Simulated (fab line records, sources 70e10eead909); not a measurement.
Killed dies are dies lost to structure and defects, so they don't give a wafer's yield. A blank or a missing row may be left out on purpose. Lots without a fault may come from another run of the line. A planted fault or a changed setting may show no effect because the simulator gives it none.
Chamber matching | flow nand_harc | NHARC_A_WL_FILL_CMP_12 on cmp-01: 4 sister chambers
The step polishes, t overpolish 30 s, target thk 100 nm. 4 wafers are shown with their chamber, then 7 later ones without.

WAFERS WITH THEIR CHAMBER
wafer  | chamber | motor_current_A (A)
L115.4 | 1       | 11.4
L118.1 | 3       | 12.7
L121.1 | 2       | 11.5
L121.4 | 0       | 12.0

WAFERS WITHOUT THEIR CHAMBER
wafer  | motor_current_A (A)
L121.5 | 11.5
L122.1 | 11.8
L122.4 | 12.3
L122.6 | 11.0
L128.2 | 12.0
L128.5 | 12.2
L128.6 | 11.4

WHICH CHAMBER EACH WENT THROUGH
wafer  | from the rows above          | in truth
L121.5 | can't be placed: 2 or 1      | 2
L122.1 | can't be placed: 0 or 2 or 1 | 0
L122.4 | can't be placed: 0 or 3      | 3
L122.6 | can't be placed: 1 or 2      | 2
L128.2 | 0                            | 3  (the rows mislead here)
L128.5 | can't be placed: 0 or 3      | 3
L128.6 | can't be placed: 1 or 2      | 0
Placed correctly: 0 of 7. Can't be placed from these rows: 6 (the true chamber is among the candidates in 5). Placed wrongly: 1.
How it was worked out, from the rows above alone: a wafer's distance from a chamber is the root of the sum, over the readings, of the square of ((its reading less the chamber's mean) divided by the reading's scatter). The wafer belongs to the nearest chamber; if the next one is less than 2 further off, it can't be placed. A chamber's mean is the mean of its shown wafers. The scatter: with one shown wafer a chamber, the root of the mean of the squares of how far each hidden wafer lies from its nearest shown one.
